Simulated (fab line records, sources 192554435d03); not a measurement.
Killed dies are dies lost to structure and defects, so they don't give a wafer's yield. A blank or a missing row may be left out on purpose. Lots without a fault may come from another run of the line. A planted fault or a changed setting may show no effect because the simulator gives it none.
fab line records | flow n5_finfet
record lots=5 wafers=15 last_day=18
route steps=1938 shown STI_FIN_REVEAL@195 DUMMY_GATE@212
lots that met no fault: from a run of the same line without faults
start_h: hours from the record's first day to the start of the lot's first wafer shown | wait_h: hours since the lot's step before | " the same as in the row above | L1.1+2: a row that stands for several wafers | - no value, or no start given | * or withheld: withheld | < > ~ a bound
route shown NAME@n: a module of which the file shows steps, and the number in the route of the first | usual: mean/standard deviation of fault-free wafers | same: alike in all rows | chamber/n: place in a boat | sites: the reading at each site | _std_site: their standard deviation | _edge_site: outer sites' mean less inner sites' | radius_mm: how far each site lies from the wafer's centre | mask NAME#n: copy n | behind: the tool/chamber that last shaped the wafer | hold: why the lot was held/for how many hours/how that ended | device: the transistor (n, p or np) that didn't switch | end of line: the same wafers' tests at the end of the route | a step without rows: its recipe alone | killed: dies lost to structure and defects at the first sort, not the wafer's yield | map: a wafer's dies, x killed, . not, _ none there
set.NAME: the setting as run; set.NAME@STEP: as run at that earlier step | model.NAME: the simulator's own value behind a step, which no gauge read
lots at some steps of the route; a table a step, a row a wafer
services: from which hour (start_h, from the record's first day; less than 0 if before it) a tool's chamber was out of use, for how many hours, and why
## steps
# step N5_STI_FIN_REVEAL_SRD_12
# recipe time_s=30 temp_c=23 rinse_liquid=diw dry=ipa_marangoni
# columns lot.wafer tool chamber start_h wait_h
L080.2+4+5 wet_bench-02 7,0,4 70.19 0.0
L081.1+2+4 wet_bench-06 1,7,5 76.57 0.0
L085.1+2+3 wet_bench-02 2,7,0 103.26 0.0
L086.1+3+4 wet_bench-05 5,7,0 109.74 0.0
L092.2+4+6 wet_bench-05 3,2,0 142.52 0.0
# step N5_STI_FIN_REVEAL_RECESS_09
# recipe chemistry=HF/NH3 target=SiO2 afs_cycles=11 target_depth_a=425 temp_c=30 sublimation_temp_c=180 sublimation_time_s=60
# usual drypump_motor_current_A=5.9/0.35
# columns lot.wafer tool chamber start_h wait_h drypump_motor_current_A
L080.2 vapor_etch-01 0 70.23 0.0 6.0
L080.4 " 1 " " 6.1
L080.5 " 0 " " 5.9
L081.1 vapor_etch-01 0 76.62 0.0 5.9
L081.2 " 1 " " 6.1
L081.4 " 1 " " 6.1
L085.1 vapor_etch-01 1 103.30 0.0 6.1
L085.2 " 0 " " 5.9
L085.3 " 0 " " 5.9
L086.1 vapor_etch-01 1 109.78 0.0 6.1
L086.3 " 0 " " 5.9
L086.4 " 1 " " 6.1
L092.2 vapor_etch-01 0 142.57 0.0 5.9
L092.4 " 1 " " 6.1
L092.6 " 1 " " 6.1
# step N5_STI_FIN_REVEAL_STRIP_16
# recipe chemistry=H3PO4 material=SiNx temp_c=165 target_depth_a=238 overetch_fraction=0.4964 dry=ipa_marangoni
# columns lot.wafer tool chamber start_h wait_h
L080.2+4+5 wet_bench-05 7,4,0 71.85 1.1
L081.1+2+4 wet_bench-02 7,6,0 78.23 1.1
L085.1+2+3 wet_bench-05 6,7,0 104.92 1.1
L086.1+3+4 wet_bench-02 3,6,2 111.40 1.1
L092.2+4+6 wet_bench-05 2,1,6 144.18 1.1
# step N5_STI_FIN_REVEAL_PRECLEAN_17
# recipe chemistry=NF3:NH3 afs_cycles=1 temp_c=30 time_s=20 sublimation_temp_c=180 sublimation_time_s=60 pressure_torr=3 rf_power_w=30
# columns lot.wafer tool chamber start_h wait_h
L080.2+4+5 remote_plasma-02 0 72.15 0.1
L081.1+2+4 remote_plasma-02 0 78.51 0.0
L085.1+2+3 remote_plasma-01 0 105.19 0.0
L086.1+3+4 remote_plasma-01 1 111.67 0.0
L092.2+4+6 remote_plasma-02 1 144.50 0.1
# step N5_STI_FIN_REVEAL_ETCH_34
# recipe chemistry=H2 mode=isotropic material=Si target=Si target_depth_a=9.7 temp_c=20 pressure_mtorr=4.5 icp_w=300 bias_w=0 h2_flow_sccm=7.5 he_flow_sccm=142.5
# usual drypump_motor_current_A=5.5/0.47 oes_product_au=1.000/0.016 rf_fwd_power_W=296.5/1.4 throttle_valve_pct=25.72/0.27
# columns lot.wafer tool chamber start_h wait_h drypump_motor_current_A oes_product_au rf_fwd_power_W rf_hours_counter_h throttle_valve_pct
L080.2 rie_si-06 1 72.32 0.1 5.6 0.995 299.5 1 25.69
L080.4 " 3 " " 5.5 1.017 296.2 197 25.95
L080.5 " 1 " " 5.6 0.993 298.6 - 25.71
L081.1 rie_si-05 2 78.71 0.2 5.6 1.006 296.7 18 25.43
L081.2 " 1 " " 5.7 0.985 296.7 81 25.93
L081.4 " 3 " " 5.8 1.006 294.5 99 25.71
L085.1 rie_si-06 3 105.39 0.2 5.5 1.009 295.2 198 25.96
L085.2 " 0 " " 5.4 0.980 295.9 36 26.18
L085.3 " 1 " " 5.6 0.985 298.5 2 25.69
L086.1 rie_si-06 0 111.87 0.2 5.4 0.983 296.8 36 26.20
L086.3 " 1 " " 5.6 1.000 297.4 2 25.70
L086.4 " 3 " " 5.5 1.021 296.1 198 25.95
L092.2 rie_si-06 3 144.72 0.2 5.5 0.999 294.9 0 25.46
L092.4 " 2 " " 4.9 0.997 292.6 23 25.95
L092.6 " 1 " " 5.6 0.991 299.6 - 25.68
# step N5_STI_FIN_REVEAL_OXIDATION_31
# recipe chemistry=O2_PLASMA_REMOTE temp_c=150 time_s=20 pressure_mtorr=1000 source_power_w=2000 o2_flow_sccm=3000
# usual drypump_motor_current_A=5.87/0.24 heater_power_w=145/11 rf_fwd_power_W=1970/8.2
# columns lot.wafer tool chamber start_h wait_h drypump_motor_current_A heater_power_w rf_fwd_power_W rf_hours_counter_h
L080.2 plasma_asher-01 0 72.38 0.0 5.86 144 1963 83
L080.4 " 0 " " 5.86 139 1962 -
L080.5 " 1 " " 5.65 136 1971 -
L081.1 plasma_asher-02 1 78.77 0.0 5.68 164 1972 39
L081.2 " 0 " " 6.24 140 1972 39
L081.4 " 0 " " 6.27 141 1966 -
L085.1 plasma_asher-02 0 105.45 0.0 6.26 138 1965 45
L085.2 " 1 " " 5.72 168 1970 45
L085.3 " 1 " " 5.67 161 1975 -
L086.1 plasma_asher-02 1 111.94 0.0 5.66 162 1970 46
L086.3 " 1 " " 5.67 163 1979 -
L086.4 " 0 " " 6.26 140 1963 -
L092.2 plasma_asher-01 0 144.79 0.0 5.84 138 1953 95
L092.4 " 0 " " 5.86 139 1953 -
L092.6 " 0 " " 5.84 138 1958 -
# step N5_STI_FIN_REVEAL_PRECLEAN_32
# recipe chemistry=NF3:NH3 afs_cycles=1 temp_c=30 time_s=20 sublimation_temp_c=180 sublimation_time_s=60 pressure_torr=3 rf_power_w=30
# columns lot.wafer tool chamber start_h wait_h
L080.2+4+5 remote_plasma-01 1 72.50 0.1
L081.1+2+4 remote_plasma-02 1 78.85 0.1
L085.1+2+3 remote_plasma-02 0 105.54 0.1
L086.1+3+4 remote_plasma-02 0 112.02 0.1
L092.2+4+6 remote_plasma-01 0 144.90 0.1
# step N5_STI_FIN_REVEAL_STRIP_35
# recipe chemistry=H3PO4 material=Si3N4 temp_c=165 target_depth_a=40 time_s=39
# columns lot.wafer tool chamber start_h wait_h
L080.2+4+5 wet_bench-02 3,2,6 72.68 0.2
L081.1+2+4 wet_bench-05 1,4,5 79.06 0.2
L085.1+2+3 wet_bench-02 5,3,2 105.75 0.2
L086.1+3+4 wet_bench-05 7,3,0 112.23 0.2
L092.2+4+6 wet_bench-05 6,7,1 145.08 0.2
# step N5_STI_FIN_REVEAL_SRD_21
# recipe dry=ipa_marangoni time_s=30 temp_c=23 rinse_liquid=diw
# columns lot.wafer tool chamber start_h wait_h
L080.2+4+5 wet_bench-02 3,2,6 72.69 0.0
L081.1+2+4 wet_bench-05 1,4,5 79.08 0.0
L085.1+2+3 wet_bench-02 5,3,2 105.76 0.0
L086.1+3+4 wet_bench-05 7,3,0 112.24 0.0
L092.2+4+6 wet_bench-05 6,7,1 145.10 0.0
# step N5_STI_FIN_REVEAL_OXIDATION_33
# recipe chemistry=O2_PLASMA_REMOTE temp_c=150 time_s=20 pressure_mtorr=1000 source_power_w=2000 o2_flow_sccm=3000
# usual drypump_motor_current_A=5.83/0.22 heater_power_w=143/10 rf_fwd_power_W=1970/8.8
# columns lot.wafer tool chamber start_h wait_h drypump_motor_current_A heater_power_w rf_fwd_power_W rf_hours_counter_h
L080.2 plasma_asher-01 1 72.73 0.0 5.66 134 1978 83
L080.4 " 1 " " 5.67 136 1982 -
L080.5 " 1 " " 5.65 133 1992 -
L081.1 plasma_asher-01 0 79.12 0.0 5.86 140 1956 84
L081.2 " 1 " " 5.65 137 1975 84
L081.4 " 1 " " 5.65 135 1974 -
L085.1 plasma_asher-02 1 105.80 0.0 5.68 164 1970 45
L085.2 " 0 " " 6.25 141 1975 45
L085.3 " 1 " " 5.69 164 1953 -
L086.1 plasma_asher-01 1 112.29 0.0 5.65 136 1980 90
L086.3 " 1 " " 5.65 133 1980 -
L086.4 " 0 " " 5.87 142 1963 -
L092.2 plasma_asher-01 0 145.14 0.0 5.86 143 1962 95
L092.4 " 0 " " 5.84 142 1957 -
L092.6 " 0 " " 5.86 139 1971 -
# step N5_STI_FIN_REVEAL_CLEAN_19
# recipe chemistry=O3/DIW temp_c=25 time_s=120 o3_ppm=10
# usual o3_ppm=10.00/0.092
# columns lot.wafer tool chamber start_h wait_h o3_ppm
L080.2 wet_bench-06 1 72.82 0.1 10.05
L080.4 " 2 " " 9.97
L080.5 " 7 " " 9.97
L081.1 wet_bench-02 0 79.21 0.1 9.98
L081.2 " 5 " " 10.08
L081.4 " 7 " " 10.02
L085.1 wet_bench-02 3 105.89 0.1 9.94
L085.2 " 6 " " 9.95
L085.3 " 2 " " 10.07
L086.1 wet_bench-02 6 112.37 0.1 9.91
L086.3 " 7 " " 10.07
L086.4 " 4 " " 9.90
L092.2 wet_bench-02 2 145.23 0.1 9.81
L092.4 " 5 " " 10.06
L092.6 " 3 " " 9.88
# step N5_STI_FIN_REVEAL_SRD_23
# recipe dry=ipa_marangoni time_s=30 temp_c=23 rinse_liquid=diw
# columns lot.wafer tool chamber start_h wait_h
L080.2+4+5 wet_bench-06 1,2,7 72.86 0.0
L081.1+2+4 wet_bench-02 0,5,7 79.25 0.0
L085.1+2+3 wet_bench-02 3,6,2 105.93 0.0
L086.1+3+4 wet_bench-02 6,7,4 112.41 0.0
L092.2+4+6 wet_bench-02 2,5,3 145.27 0.0
# step N5_STI_FIN_REVEAL_CD_MEAS_22
# recipe target_cd_nm=6.238 pitch_nm=28 polarity=line
# usual cd_nm=6.22/0.25
# columns lot.wafer tool chamber start_h wait_h cd_nm
L080.2 cd_sem-01 - 72.90 0.0 6.24
L080.4 " - " " 6.75
L080.5 " - " " 5.96
L081.1 cd_sem-02 - 79.29 0.0 6.32
L081.2 " - " " 6.34
L081.4 " - " " 6.34
L085.1 cd_sem-02 - 105.97 0.0 6.39
L085.2 " - " " 5.85
L085.3 " - " " 6.47
L086.1 cd_sem-03 - 112.45 0.0 6.35
L086.3 " - " " 5.70
L086.4 " - " " 6.40
L092.2 cd_sem-03 - 145.31 0.0 6.02
L092.4 " - " " 6.76
L092.6 " - " " 6.63
# step N5_STI_FIN_REVEAL_FIN_H_MEAS_10
# usual trench_depth_nm=51.6/0.96
# columns lot.wafer tool chamber start_h wait_h trench_depth_nm
L080.2 ocd-01 - 72.93 0.0 51.0
L080.4 " - " " 52.6
L080.5 " - " " 51.1
L081.1 ocd-02 - 79.32 0.0 51.2
L081.2 " - " " 53.1
L081.4 " - " " 51.1
L085.1 ocd-01 - 106.00 0.0 49.7
L085.2 " - " " 51.6
L085.3 " - " " 50.1
L086.1 ocd-01 - 112.48 0.0 51.6
L086.3 " - " " 51.5
L086.4 " - " " 50.4
L092.2 ocd-02 - 145.34 0.0 53.2
L092.4 " - " " 50.4
L092.6 " - " " 53.1
# step N5_STI_FIN_REVEAL_PRECLEAN_18
# recipe chemistry=SC2 time_s=45 temp_c=35 mix=1:1:50
# columns lot.wafer tool chamber start_h wait_h
L080.2+4+5 wet_bench-02 3,1,2 72.96 0.0
L081.1+2+4 wet_bench-06 2,7,5 79.35 0.0
L085.1+2+3 wet_bench-06 1,0,2 106.03 0.0
L086.1+3+4 wet_bench-05 5,3,4 112.54 0.1
L092.2+4+6 wet_bench-05 5,1,4 145.37 0.0
# step N5_STI_FIN_REVEAL_SRD_28
# recipe dry=ipa_marangoni time_s=30 temp_c=23 rinse_liquid=diw
# columns lot.wafer tool chamber start_h wait_h
L080.2+4+5 wet_bench-02 3,1,2 72.98 0.0
L081.1+2+4 wet_bench-06 2,7,5 79.36 0.0
L085.1+2+3 wet_bench-06 1,0,2 106.05 0.0
L086.1+3+4 wet_bench-05 5,3,4 112.55 0.0
L092.2+4+6 wet_bench-05 5,1,4 145.39 0.0
# step N5_STI_FIN_REVEAL_INSPECT_13
# recipe inspect_instrument=darkfield mode=post_clean
# usual raw_defect_count=12/5
# columns lot.wafer tool chamber start_h wait_h raw_defect_count
L080.2 defect_inspect-01 - 73.02 0.0 10
L080.4 " - " " 13
L080.5 " - " " 16
L081.1 defect_inspect-01 - 79.40 0.0 10
L081.2 " - " " 14
L081.4 " - " " 14
L085.1 defect_inspect-02 - 106.09 0.0 17
L085.2 " - " " 13
L085.3 " - " " 15
L086.1 defect_inspect-02 - 112.59 0.0 16
L086.3 " - " " 11
L086.4 " - " " 12
L092.2 defect_inspect-01 - 145.43 0.0 12
L092.4 " - " " 30
L092.6 " - " " 14
# step N5_DUMMY_GATE_PRECLEAN_00
# recipe chemistry=O3/DIW time_s=60 temp_c=22 o3_ppm=10
# usual o3_ppm=10.00/0.096
# columns lot.wafer tool chamber start_h wait_h o3_ppm
L080.2 wet_bench-01 3 73.04 0.0 10.25
L080.4 " 1 " " 9.94
L080.5 " 6 " " 10.01
L081.1 wet_bench-01 2 79.43 0.0 10.07
L081.2 " 6 " " 10.12
L081.4 " 1 " " 10.01
L085.1 wet_bench-03 5 106.11 0.0 9.89
L085.2 " 7 " " 9.97
L085.3 " 1 " " 9.98
L086.1 wet_bench-01 3 112.62 0.0 10.15
L086.3 " 6 " " 10.14
L086.4 " 5 " " 10.07
L092.2 wet_bench-04 4 145.45 0.0 9.75
L092.4 " 1 " " 9.90
L092.6 " 3 " " 10.05
# step N5_DUMMY_GATE_SRD_01
# recipe time_s=30 temp_c=23 rinse_liquid=diw dry=ipa_marangoni
# columns lot.wafer tool chamber start_h wait_h
L080.2+4+5 wet_bench-01 3,1,6 73.06 0.0
L081.1+2+4 wet_bench-01 2,6,1 79.45 0.0
L085.1+2+3 wet_bench-03 5,7,1 106.13 0.0
L086.1+3+4 wet_bench-01 3,6,5 112.64 0.0
L092.2+4+6 wet_bench-04 4,1,3 145.47 0.0
# step N5_DUMMY_GATE_ALD_02
# recipe material=SiO2 target_thk_a=20 temp_c=300 ald_precursor_family=BDEAS ald_co_reactant=O2-plasma pulse_time_s=1 pressure_torr=2
# usual heater_power_w=463/40 precursor_pulse_height_rel=1.001/0.018 susceptor_temp_C=300.00/0.18
# columns lot.wafer tool chamber start_h wait_h heater_power_w precursor_pulse_height_rel susceptor_temp_C
L080.2 ald_sin-03 2 73.11 0.0 447 0.997 299.70
L080.4 " 0 " " 424 1.031 299.83
L080.5 " 2 " " 432 1.002 300.12
L081.1 ald_sin-03 2 79.55 0.1 435 0.985 299.97
L081.2 " 1 " " 483 0.974 299.89
L081.4 " 3 " " 508 1.016 300.00
L085.1 ald_sin-01 0 106.18 0.0 492 0.996 300.14
L085.2 " 3 " " 565 1.007 300.40
L085.3 " 1 " " 497 1.032 299.80
L086.1 ald_sin-03 1 112.72 0.1 492 1.000 300.21
L086.3 " 2 " " 440 1.006 299.98
L086.4 " 3 " " 494 0.970 299.94
L092.2 ald_sin-03 2 145.52 0.0 463 0.989 300.18
L092.4 " 0 " " 435 1.013 300.19
L092.6 " 2 " " 453 0.986 299.77
# step N5_DUMMY_GATE_CVD_03
# recipe material=a-Si target_thk_a=1500 temp_c=530 precursor=SiH4 time_s=8042
# usual spike_tc_upper_C=529.1/1.1 susceptor_temp_C=529.99/0.19
# columns lot.wafer tool chamber start_h wait_h spike_tc_upper_C susceptor_temp_C
L080.2 lpcvd-02 1/95 73.22 0.1 529.2 529.96
L080.4 " 1/104 " " 529.2 529.96
L080.5 " 1/109 " " 529.2 529.96
L081.1 lpcvd-02 0/15 79.65 0.1 527.1 530.45
L081.2 " 0/20 " " 527.1 530.45
L081.4 " 0/29 " " 527.1 530.45
L085.1 lpcvd-02 0/40 106.29 0.1 528.1 530.25
L085.2 " 0/45 " " 528.1 530.25
L085.3 " 0/50 " " 528.1 530.25
L086.1 lpcvd-02 0/40 112.83 0.1 527.5 529.88
L086.3 " 0/50 " " 527.5 529.88
L086.4 " 0/54 " " 527.5 529.88
L092.2 lpcvd-01 0/20 145.63 0.1 527.9 529.94
L092.4 " 0/29 " " 527.9 529.94
L092.6 " 0/39 " " 527.9 529.94
# step N5_DUMMY_GATE_PRECLEAN_46
# recipe chemistry=DIW time_s=89.5 temp_c=23
# columns lot.wafer tool chamber start_h wait_h
L080.2+4+5 wet_bench-04 0,2,7 76.89 0.0
L081.1+2+4 wet_bench-04 6,4,0 83.33 0.0
L085.1+2+3 wet_bench-03 1,2,7 109.96 0.0
L086.1+3+4 wet_bench-03 3,0,5 118.33 0.0
L092.2+4+6 wet_bench-04 4,0,2 149.30 0.0
# step N5_DUMMY_GATE_SRD_47
# recipe dry_time_s=32 dry=n2_spin spin_rpm=1500
# columns lot.wafer tool chamber start_h wait_h
L080.2+4+5 wet_bench-04 0,2,7 76.92 0.0
L081.1+2+4 wet_bench-04 6,4,0 83.36 0.0
L085.1+2+3 wet_bench-03 1,2,7 109.99 0.0
L086.1+3+4 wet_bench-03 3,0,5 118.35 0.0
L092.2+4+6 wet_bench-04 4,0,2 149.33 0.0
# step N5_DUMMY_GATE_CMP_04
# recipe material=a-Si post_cmp_clean=alkaline_brush
# usual motor_current_A=10.4/1.1 slurry_flow_ml_min=150.0/0.51 time_to_endpoint_s=13.1/2.3
# columns lot.wafer tool chamber start_h wait_h motor_current_A slurry_flow_ml_min time_to_endpoint_s
L080.2 cmp-03 3 77.02 0.1 9.8 149.3 11.2
L080.4 " 0 " " 12.0 149.9 17.3
L080.5 " 2 " " 11.1 150.7 13.4
L081.1 cmp-03 3 83.39 0.0 9.7 150.1 17.0
L081.2 " 0 " " 10.8 150.4 16.1
L081.4 " 2 " " 11.2 150.7 16.4
L085.3 cmp-04 0 110.06 0.1 8.6 148.9 14.3
L085.1 " 1 " " 11.6 150.0 16.4
L085.2 " 2 " " 9.3 149.7 16.3
L086.3 cmp-04 3 118.39 0.0 10.0 150.4 12.8
L086.1 " 1 " " 11.5 150.3 11.6
L086.4 " 2 " " 9.5 149.4 14.3
L092.2 cmp-02 2 149.51 0.2 9.6 150.9 11.0
L092.4 " 1 " " 10.4 149.9 15.4
L092.6 " 3 " " 12.1 149.7 13.7
# step N5_DUMMY_GATE_THK_MEAS_05
# usual thk_nm=72.0/0.91
# columns lot.wafer tool chamber start_h wait_h thk_nm
L080.2 film_metro-02 - 77.20 0.1 72.2
L080.4 " - " " 73.5
L080.5 " - " " 71.9
L081.1 film_metro-02 - 83.63 0.2 72.8
L081.2 " - " " 72.9
L081.4 " - " " 71.5
L085.1 film_metro-02 - 110.27 0.1 72.1
L085.2 " - " " 72.1
L085.3 " - " " 72.0
L086.1 film_metro-02 - 118.63 0.1 73.0
L086.3 " - " " 72.8
L086.4 " - " " 74.1
L092.2 film_metro-02 - 149.75 0.2 71.8
L092.4 " - " " 73.5
L092.6 " - " " 71.8
# step N5_DUMMY_GATE_HM_DEP_06
# recipe material=SiNx target_thk_a=800 precursor=DCS/NH3 temp_c=700 pressure_mtorr=300 time_s=5141
# usual spike_tc_upper_C=699.0/0.93 susceptor_temp_C=700.02/0.25
# columns lot.wafer tool chamber start_h wait_h spike_tc_upper_C susceptor_temp_C
L080.2 lpcvd-01 1/45 77.22 0.0 699.7 700.40
L080.4 " 1/54 " " 699.7 700.40
L080.5 " 1/59 " " 699.7 700.40
L081.1 lpcvd-01 0/40 83.66 0.0 697.5 700.00
L081.2 " 0/45 " " 697.5 700.00
L081.4 " 0/54 " " 697.5 700.00
L085.1 lpcvd-01 0/40 110.30 0.0 698.2 699.90
L085.2 " 0/45 " " 698.2 699.90
L085.3 " 0/50 " " 698.2 699.90
L086.1 lpcvd-02 1/90 118.65 0.0 700.1 699.91
L086.3 " 1/100 " " 700.1 699.91
L086.4 " 1/104 " " 700.1 699.91
L092.2 lpcvd-01 0/45 149.77 0.0 698.0 699.84
L092.4 " 0/54 " " 698.0 699.84
L092.6 " 0/64 " " 698.0 699.84
# step N5_DUMMY_GATE_PECVD_30
# recipe material=SiO2 target_thk_a=550 temp_c=400 precursor=TEOS/O2 pressure_torr=6.5 rf_w=withheld teos_flow_sccm=withheld gas=O2 flow_sccm=2650 time_s=10.8
# usual susceptor_temp_C=399.98/0.22
# columns lot.wafer tool chamber start_h wait_h susceptor_temp_C
L080.2 pecvd-01 2 81.18 0.0 400.03
L080.4 " 0 " " 400.02
L080.5 " 1 " " 400.30
L081.1 pecvd-01 2 87.60 0.0 400.12
L081.2 " 0 " " 399.91
L081.4 " 1 " " 400.01
L085.1 pecvd-01 2 114.25 0.0 399.79
L085.2 " 0 " " 400.02
L085.3 " 1 " " 399.87
L086.1 pecvd-04 1 124.59 0.1 400.12
L086.3 " 2 " " 400.19
L086.4 " 0 " " 399.54
L092.2 pecvd-02 0 153.72 0.0 399.75
L092.4 " 0 " " 399.74
L092.6 " 2 " " 399.58
# step N5_DUMMY_GATE_COAT_34
# recipe resist=SOC temp_c=250 time_s=60 spin_rpm=1500 resist_thk_nm=60
# usual spin_speed_rpm=1500.1/0.96
# columns lot.wafer tool chamber start_h wait_h spin_speed_rpm
L080.2 litho_track-01 0 81.24 0.0 1500.8
L080.4 " 0 " " 1499.8
L080.5 " 0 " " 1499.9
L081.1 litho_track-02 0 87.66 0.0 1501.0
L081.2 " 0 " " 1501.5
L081.4 " 0 " " 1501.6
L085.1 litho_track-02 0 114.31 0.0 1500.6
L085.2 " 0 " " 1501.9
L085.3 " 0 " " 1499.3
L086.1 litho_track-02 0 124.65 0.0 1502.8
L086.3 " 0 " " 1500.6
L086.4 " 0 " " 1500.8
L092.2 litho_track-02 0 153.77 0.0 1501.9
L092.4 " 0 " " 1499.6
L092.6 " 0 " " 1499.2
# step N5_DUMMY_GATE_COAT_35
# recipe resist=SiARC temp_c=220 time_s=60 spin_rpm=1500 resist_thk_nm=10
# usual spin_speed_rpm=1499.9/0.94
# columns lot.wafer tool chamber start_h wait_h spin_speed_rpm
L080.2 litho_track-01 0 - - 1498.9
L080.4 " 0 " " 1500.6
L080.5 " 0 " " 1499.5
L081.1 litho_track-02 0 - - 1499.9
L081.2 " 0 " " 1499.1
L081.4 " 0 " " 1499.2
L085.1 litho_track-02 0 - - 1499.6
L085.2 " 0 " " 1499.1
L085.3 " 0 " " 1499.3
L086.1 litho_track-02 0 - - 1499.5
L086.3 " 0 " " 1500.0
L086.4 " 0 " " 1499.4
L092.2 litho_track-02 0 - - 1499.2
L092.4 " 0 " " 1497.9
L092.6 " 0 " " 1499.4
# step N5_DUMMY_GATE_COAT_28
# recipe resist=underlayer temp_c=205 time_s=60 spin_rpm=1500 resist_thk_nm=10
# usual spin_speed_rpm=1500.1/0.93
# columns lot.wafer tool chamber start_h wait_h spin_speed_rpm
L080.2 litho_track-01 0 - - 1500.8
L080.4 " 0 " " 1500.7
L080.5 " 0 " " 1499.4
L081.1 litho_track-02 0 - - 1502.8
L081.2 " 0 " " 1500.5
L081.4 " 0 " " 1501.8
L085.1 litho_track-02 0 - - 1499.5
L085.2 " 0 " " 1500.6
L085.3 " 0 " " 1500.0
L086.1 litho_track-02 0 - - 1499.5
L086.3 " 0 " " 1500.4
L086.4 " 0 " " 1499.6
L092.2 litho_track-02 0 - - 1500.0
L092.4 " 0 " " 1499.4
L092.6 " 0 " " 1499.7
# step N5_DUMMY_GATE_COAT_09
# recipe resist=CAR-EUV spin_rpm=1500 resist_thk_nm=30
# usual spin_speed_rpm=1499.9/0.84
# columns lot.wafer tool chamber start_h wait_h spin_speed_rpm
L080.2 litho_track-01 0 - - 1500.1
L080.4 " 0 " " 1498.9
L080.5 " 0 " " 1499.7
L081.1 litho_track-02 0 - - 1500.6
L081.2 " 0 " " 1498.1
L081.4 " 0 " " 1500.4
L085.1 litho_track-02 0 - - 1500.6
L085.2 " 0 " " 1500.4
L085.3 " 0 " " 1499.8
L086.1 litho_track-02 0 - - 1500.8
L086.3 " 0 " " 1499.7
L086.4 " 0 " " 1500.0
L092.2 litho_track-02 0 - - 1501.1
L092.4 " 0 " " 1498.7
L092.6 " 0 " " 1500.4
# step N5_DUMMY_GATE_EBR_11
# recipe solvent=PGMEA ebr_width_mm=1.5
# same ebr_width_mm=1.5
# columns lot.wafer tool chamber start_h wait_h
L080.2+4+5 litho_track-01 0 - -
L081.1+2+4 litho_track-02 0 - -
L085.1+2+3 litho_track-02 0 - -
L086.1+3+4 litho_track-02 0 - -
L092.2+4+6 litho_track-02 0 - -
# step N5_DUMMY_GATE_SOFTBAKE_10
# recipe temp_c=110 time_s=60 resist=CAR-EUV
# columns lot.wafer tool chamber start_h wait_h
L080.2+4+5 litho_track-01 0 - -
L081.1+2+4 litho_track-02 0 - -
L085.1+2+3 litho_track-02 0 - -
L086.1+3+4 litho_track-02 0 - -
L092.2+4+6 litho_track-02 0 - -
# step N5_DUMMY_GATE_EXPOSE_12
# recipe mask_id=GATE na=0.33 source_shape=annular sigma_inner=0.2 sigma_outer=0.6 polarization=unpolarized target_cd_nm=25 dose_mj=34
# columns lot.wafer tool chamber start_h wait_h mask
L080.2+4+5 euv_scanner-01 0 81.51 - GATE#0
L081.1+2+4 euv_scanner-01 0 87.79 - GATE#0
L085.1+2+3 euv_scanner-02 0 114.57 - GATE#0
L086.1+3+4 euv_scanner-02 0 124.78 - GATE#0
L092.2+4+6 euv_scanner-02 0 153.92 - GATE#0
# step N5_DUMMY_GATE_PEB_13
# recipe peb_temp_c=100 peb_time_s=60 resist=CAR-EUV
# columns lot.wafer tool chamber start_h wait_h
L080.2+4+5 litho_track-05 0 81.56 0.0
L081.1+2+4 litho_track-05 0 87.85 0.1
L085.1+2+3 litho_track-02 0 114.63 0.1
L086.1+3+4 litho_track-02 0 124.84 0.1
L092.2+4+6 litho_track-02 0 153.97 0.0
# step N5_DUMMY_GATE_DEVELOP_14
# recipe develop_time_s=30 developer=TMAH resist=CAR-EUV rinse_liquid=surfactant_rinse dry=air_spin dev_temp_c=23
# columns lot.wafer tool chamber start_h wait_h
L080.2+4+5 litho_track-05 0 - -
L081.1+2+4 litho_track-05 0 - -
L085.1+2+3 litho_track-02 0 - -
L086.1+3+4 litho_track-02 0 - -
L092.2+4+6 litho_track-02 0 - -
# step N5_DUMMY_GATE_CD_MEAS_15
# recipe target_cd_nm=25.8 landing_energy_ev=500 detector=se_inlens
# usual cd_nm=24.98/0.22
# columns lot.wafer tool chamber start_h wait_h cd_nm
L080.2 cd_sem-02 0 81.63 - 25.13
L080.4 " 0 " " 24.80
L080.5 " 0 " " 25.20
L081.1 cd_sem-01 0 87.92 - 24.88
L081.2 " 0 " " 24.87
L081.4 " 0 " " 24.96
L085.1 cd_sem-01 0 114.70 - 25.10
L085.2 " 0 " " 24.62
L085.3 " 0 " " 24.74
L086.1 cd_sem-01 0 124.91 - 25.21
L086.3 " 0 " " 24.74
L086.4 " 0 " " 24.92
L092.2 cd_sem-03 0 154.04 - 24.68
L092.4 " 0 " " 24.97
L092.6 " 0 " " 25.08
# step N5_DUMMY_GATE_OVL_MEAS_16
# recipe points_per_wafer=522
# usual GATE_OVL=-0.1/0.72
# columns lot.wafer tool chamber start_h wait_h GATE_OVL[nm]
L080.2 overlay-01 0 81.67 0.0 0.3
L080.4 " 0 " " -1.7
L080.5 " 0 " " 0.6
L081.1 overlay-02 0 87.96 0.0 1.2
L081.2 " 0 " " 0.2
L081.4 " 0 " " 0.1
L085.1 overlay-01 0 114.74 0.0 0.3
L085.2 " 0 " " 0.3
L085.3 " 0 " " -0.2
L086.1 overlay-01 0 124.95 0.0 -1.0
L086.3 " 0 " " 0.0
L086.4 " 0 " " -0.8
L092.2 overlay-02 0 154.08 0.0 -2.1
L092.4 " 0 " " -0.9
L092.6 " 0 " " -0.8
# step N5_DUMMY_GATE_INSPECT_17
# recipe mode=adi inspect_instrument=brightfield
# usual raw_defect_count=218/64
# columns lot.wafer tool chamber start_h wait_h raw_defect_count
L080.2 defect_inspect-01 - 81.72 0.0 297
L080.4 " - " " 346
L080.5 " - " " 383
L081.1 defect_inspect-02 - 88.02 0.1 126
L081.2 " - " " 209
L081.4 " - " " 224
L085.1 defect_inspect-01 - 114.80 0.1 242
L085.2 " - " " 261
L085.3 " - " " 241
L086.1 defect_inspect-01 - 125.01 0.1 168
L086.3 " - " " 280
L086.4 " - " " 268
L092.2 defect_inspect-01 - 154.14 0.0 147
L092.4 " - " " 188
L092.6 " - " " 227
## services
# columns tool chamber start_h hours kind
cmp-03 - 47.57 4.0 pm
euv_scanner-02 - 52.48 1.0 pm
cmp-04 - 52.85 0.8 repair
wet_bench-05 - 53.18 1.4 repair
plasma_asher-01 - 55.10 1.3 repair
pecvd-01 - 56.99 1.0 repair
euv_scanner-01 - 72.55 1.2 repair
euv_scanner-01 - 75.52 1.0 pm
cmp-03 - 81.09 2.1 repair
wet_bench-01 - 84.00 1.5 repair
ald_sin-03 - 85.25 14.0 pm
rie_si-06 2 89.55 7.2 repair
vapor_etch-01 - 95.60 0.2 repair
rie_si-06 2 96.79 15.0 repair
euv_scanner-02 - 97.97 9.7 repair
vapor_etch-01 - 101.70 1.5 repair
euv_scanner-02 - 108.63 1.0 pm
euv_scanner-01 - 109.81 4.6 pm
cmp-04 - 112.66 1.5 repair
euv_scanner-01 - 115.36 0.7 repair
pecvd-01 0 118.56 17.8 repair
euv_scanner-01 - 122.95 0.6 repair
cmp-03 - 123.06 10.0 repair
wet_bench-06 - 132.10 3.9 repair
## key
fault none
